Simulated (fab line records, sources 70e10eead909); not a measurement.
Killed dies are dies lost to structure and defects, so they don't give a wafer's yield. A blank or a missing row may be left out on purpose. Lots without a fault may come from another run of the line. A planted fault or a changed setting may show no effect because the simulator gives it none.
fab line records | flow nand_harc
record lots=6 wafers=18 last_day=21
route steps=1159 shown A_ONON_D1@449 A_CHANNEL_HOLE_D1@450
lots that met no fault: from a run of the same line without faults
start_h: hours from the record's first day to the start of the lot's first wafer shown | wait_h: hours since the lot's step before | " the same as in the row above | L1.1+2: a row that stands for several wafers | - no value, or no start given | * or withheld: withheld | < > ~ a bound
route shown NAME@n: a module of which the file shows steps, and the number in the route of the first | usual: mean/standard deviation of fault-free wafers | same: alike in all rows | chamber/n: place in a boat | sites: the reading at each site | _std_site: their standard deviation | _edge_site: outer sites' mean less inner sites' | radius_mm: how far each site lies from the wafer's centre | mask NAME#n: copy n | behind: the tool/chamber that last shaped the wafer | hold: why the lot was held/for how many hours/how that ended | device: the transistor (n, p or np) that didn't switch | end of line: the same wafers' tests at the end of the route | a step without rows: its recipe alone | killed: dies lost to structure and defects at the first sort, not the wafer's yield | map: a wafer's dies, x killed, . not, _ none there
set.NAME: the setting as run; set.NAME@STEP: as run at that earlier step | model.NAME: the simulator's own value behind a step, which no gauge read
lots at some steps of the route; a table a step, a row a wafer
services: from which hour (start_h, from the record's first day; less than 0 if before it) a tool's chamber was out of use, for how many hours, and why
## steps
# step NHARC_A_ONON_D1_INSPECT_32
# usual raw_defect_count=82/27
# columns lot.wafer tool chamber start_h wait_h raw_defect_count
L438.2 defect_inspect-01 - 185.37 0.0 47
L438.5 " - " " 79
L438.6 " - " " 114
L441.1 defect_inspect-01 - 185.73 0.0 69
L441.3 " - " " 86
L441.4 " - " " 80
L442.1 defect_inspect-01 - 223.44 0.0 62
L442.2 " - " " 87
L442.4 " - " " 63
L447.2 defect_inspect-02 - 234.79 0.0 43
L447.4 " - " " 36
L447.5 " - " " 61
L451.3 defect_inspect-01 - 271.17 0.0 104
L451.5 " - " " 73
L451.6 " - " " 121
L452.2 defect_inspect-02 - 271.17 0.0 75
L452.4 " - " " 43
L452.5 " - " " 62
# step NHARC_A_CHANNEL_HOLE_D1_DEP_00
# recipe target_thk_a=31000 temp_c=400 material=aC
# usual throttle_valve_pct=35.000/0.0091
# columns lot.wafer tool chamber start_h wait_h throttle_valve_pct
L438.2 acl_dep-01 0 186.48 1.1 35.001
L438.5 " 0 " " 34.999
L438.6 " 0 " " 34.996
L441.1 acl_dep-03 0 187.76 2.0 34.997
L441.3 " 0 " " 34.994
L441.4 " 0 " " 34.992
L442.1 acl_dep-02 0 223.50 0.1 34.991
L442.2 " 0 " " 35.013
L442.4 " 0 " " 35.014
L447.2 acl_dep-01 0 237.82 3.0 34.998
L447.4 " 0 " " 35.004
L447.5 " 0 " " 35.000
L451.3 acl_dep-03 0 271.87 0.7 35.002
L451.5 " 0 " " 35.015
L451.6 " 0 " " 35.001
L452.2 acl_dep-01 0 273.20 2.0 35.007
L452.4 " 0 " " 35.005
L452.5 " 0 " " 34.993
# step NHARC_A_CHANNEL_HOLE_D1_DEP_01
# recipe target_thk_a=1400 target_thk_nm=140 temp_c=400 pressure_torr=3.5 flow_sccm=200 rf_w=350 material=SiON
# usual heater_power_w=734/98 rf_fwd_power_W=348.4/1.1
# columns lot.wafer tool chamber start_h wait_h heater_power_w rf_fwd_power_W
L438.2 pecvd-02 2 188.11 1.3 737 346.4
L438.6 " 2 " " 608 348.0
L438.5 " 0 " " 926 346.9
L441.3 pecvd-04 1 189.75 1.0 806 348.4
L441.1 " 0 " " 555 348.4
L441.4 " 0 " " 571 348.9
L442.1 pecvd-02 1 225.62 1.8 799 348.9
L442.2 " 2 " " 756 348.2
L442.4 " 2 " " 717 348.8
L447.2 pecvd-03 0 239.67 1.5 703 346.6
L447.5 " 1 " " 621 349.2
L447.4 " 0 " " 717 348.6
L451.3 pecvd-04 1 273.17 1.0 738 349.1
L451.5 " 2 " " 757 349.0
L451.6 " 0 " " 598 349.4
L452.2 pecvd-04 1 274.95 1.4 658 348.5
L452.4 " 2 " " 914 349.5
L452.5 " 0 " " 624 350.3
# step NHARC_A_CHANNEL_HOLE_D1_DEHYDRATE_02
# recipe temp_c=150 time_s=120
# step NHARC_A_CHANNEL_HOLE_D1_HMDS_03
# recipe time_s=30
# step NHARC_A_CHANNEL_HOLE_D1_COAT_36
# recipe temp_c=260 time_s=75
# step NHARC_A_CHANNEL_HOLE_D1_COAT_37
# recipe temp_c=225 time_s=65
# step NHARC_A_CHANNEL_HOLE_D1_COAT_04
# recipe spin_rpm=1500 resist_thk_nm=90
# step NHARC_A_CHANNEL_HOLE_D1_SOFTBAKE_05
# recipe temp_c=105 time_s=55
# step NHARC_A_CHANNEL_HOLE_D1_EBR_06
# step NHARC_A_CHANNEL_HOLE_D1_EXPOSE_07
# recipe na=1.35 target_cd_nm=100 sigma_outer=0.3 dose_mj=59.65 mask_id=HOLE_D1
# step NHARC_A_CHANNEL_HOLE_D1_PEB_08
# recipe peb_temp_c=100 peb_time_s=65
# step NHARC_A_CHANNEL_HOLE_D1_DEVELOP_09
# recipe develop_time_s=35 dev_temp_c=23
# usual chill_plate_temp_C=22.99/0.096 develop_time_s=35/0
# columns lot.wafer tool chamber start_h wait_h chill_plate_temp_C develop_time_s
L438.2 litho_track-01 0 188 - 22.99 35
L438.5 " 0 " " 22.98 35
L438.6 " 0 " " 22.90 35
L441.1 litho_track-04 0 190 - 23.01 35
L441.3 " 0 " " 23.06 35
L441.4 " 0 " " 22.91 35
L442.1 litho_track-01 0 226 - 22.99 35
L442.2 " 0 " " 22.91 35
L442.4 " 0 " " 23.12 35
L447.2 litho_track-01 0 240 - 22.95 35
L447.4 " 0 " " 22.95 35
L447.5 " 0 " " 22.82 35
L451.3 litho_track-06 - 273 - - -
L451.5 " - " " - -
L451.6 " - " " - -
L452.2 litho_track-04 - 275 - - -
L452.4 " - " " - -
L452.5 " - " " - -
# step NHARC_A_CHANNEL_HOLE_D1_CD_MEAS_10
# recipe target_cd_nm=100 landing_energy_ev=500
# usual cd_nm=100.0/0.44
# columns lot.wafer tool chamber start_h wait_h cd_nm
L438.2 cd_sem-01 0 188.92 - 100.4
L438.5 " 0 " " 100.4
L438.6 " 0 " " 100.8
L441.1 cd_sem-01 0 190.48 - 99.7
L441.3 " 0 " " 99.9
L441.4 " 0 " " 99.6
L442.1 cd_sem-02 0 226.19 - 100.1
L442.2 " 0 " " 100.0
L442.4 " 0 " " 99.6
L447.2 cd_sem-02 0 240.35 - 100.2
L447.4 " 0 " " 100.2
L447.5 " 0 " " 100.3
L451.3 cd_sem-03 0 273.93 - -
L451.5 " 0 " " -
L451.6 " 0 " " -
L452.2 cd_sem-01 0 275.49 - -
L452.4 " 0 " " -
L452.5 " 0 " " -
## services
# columns tool chamber start_h hours kind
pecvd-02 0 166.00 - clean
pecvd-02 1 166.00 - clean
pecvd-02 2 166.00 - clean
pecvd-02 - 166.20 3.0 repair
acl_dep-02 - 168.24 13.0 pm
pecvd-03 - 188.72 0.6 repair
pecvd-04 - 195.00 13.0 pm
pecvd-04 0 195.00 13.0 vent_cycle
pecvd-04 1 195.00 13.0 vent_cycle
pecvd-04 2 195.00 13.0 vent_cycle
pecvd-04 0 208.00 - clean
pecvd-04 1 208.00 - clean
pecvd-04 2 208.00 - clean
acl_dep-03 - 225.13 13.0 pm
pecvd-04 2 237.95 12.5 repair
pecvd-02 - 243.43 2.9 repair
litho_track-01 - 268.00 7.0 pm
## key
first_sign step=NHARC_A_CHANNEL_HOLE_D1_DEVELOP_09 reading=tool_record direction=missing
effect none on later readings
met_at NHARC_A_CHANNEL_HOLE_D1_DEVELOP_09
struck_wafers L451.3,L451.5,L451.6,L452.2,L452.4,L452.5
later_rows_left_out L451.3,L451.5,L451.6,L452.2,L452.4,L452.5
sort_left_out L451.3,L451.5,L451.6,L452.2,L452.4,L452.5
tester_left_out L451,L452
fault kind=skipped_step_whole tool=litho_track-04,litho_track-06 chamber=- onset_h=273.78 steps=NHARC_A_CHANNEL_HOLE_D1_DEVELOP_09 scope=struck_lots_only
# tester_left_out: of these lots the tester's yield and bins aren't shown, on N5 and GAA mostly nor the transistor test; their killed dies are dies lost to structure and defects alone, not to doping, threshold or leakage, so they don't give the yield
# sort_left_out: the simulated sort isn't trusted on such a fault, so these wafers' sort isn't shown, and their yield isn't known
# later_rows_left_out: the simulator's readings of these wafers behind a module that went badly wrong aren't trusted and aren't shown, but for the sort
